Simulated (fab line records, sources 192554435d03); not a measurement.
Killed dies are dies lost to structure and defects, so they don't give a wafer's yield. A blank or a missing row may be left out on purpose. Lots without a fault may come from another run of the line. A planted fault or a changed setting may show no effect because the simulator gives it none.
Chamber matching | flow n5_finfet | N5_GATE_CUT_STRIP_59 on rie_diel-04: 4 sister chambers
The step strips in N2/H2, time 20 s. 8 wafers are shown with their chamber, then 9 later ones without.

WAFERS WITH THEIR CHAMBER
wafer  | chamber | showerhead_plenum_p_Torr (Torr) | drypump_motor_current_A (A)
L080.2 | 3       | 3.32                            | 6.0
L084.2 | 2       | 3.45                            | 5.5
L087.1 | 2       | 3.44                            | 5.5
L087.2 | 1       | 3.41                            | 6.2
L087.3 | 0       | 3.13                            | 6.3
L089.4 | 1       | 3.41                            | 6.2
L089.5 | 3       | 3.32                            | 6.0
L089.6 | 0       | 3.13                            | 6.4

WAFERS WITHOUT THEIR CHAMBER
wafer  | showerhead_plenum_p_Torr (Torr) | drypump_motor_current_A (A)
L093.1 | 3.41                            | 6.2
L093.4 | 3.44                            | 5.5
L093.6 | 3.41                            | 6.2
L095.2 | 3.40                            | 6.2
L095.4 | 3.44                            | 5.5
L095.5 | 3.44                            | 5.5
L097.2 | 3.12                            | 6.4
L097.3 | 3.31                            | 6.1
L097.5 | 3.31                            | 6.0

WHICH CHAMBER EACH WENT THROUGH
wafer  | from the rows above | in truth
L093.1 | 1                   | 1
L093.4 | 2                   | 2
L093.6 | 1                   | 1
L095.2 | 1                   | 1
L095.4 | 2                   | 2
L095.5 | 2                   | 2
L097.2 | 0                   | 0
L097.3 | 3                   | 3
L097.5 | 3                   | 3
Placed correctly: 9 of 9. Can't be placed from these rows: 0. Placed wrongly: 0.
How it was worked out, from the rows above alone: a wafer's distance from a chamber is the root of the sum, over the readings, of the square of ((its reading less the chamber's mean) divided by the reading's scatter). The wafer belongs to the nearest chamber; if the next one is less than 2 further off, it can't be placed. A chamber's mean is the mean of its shown wafers. The scatter: the root of (the sum of the squares of (reading less its chamber's mean) over the shown wafers, divided by (wafers less chambers)).
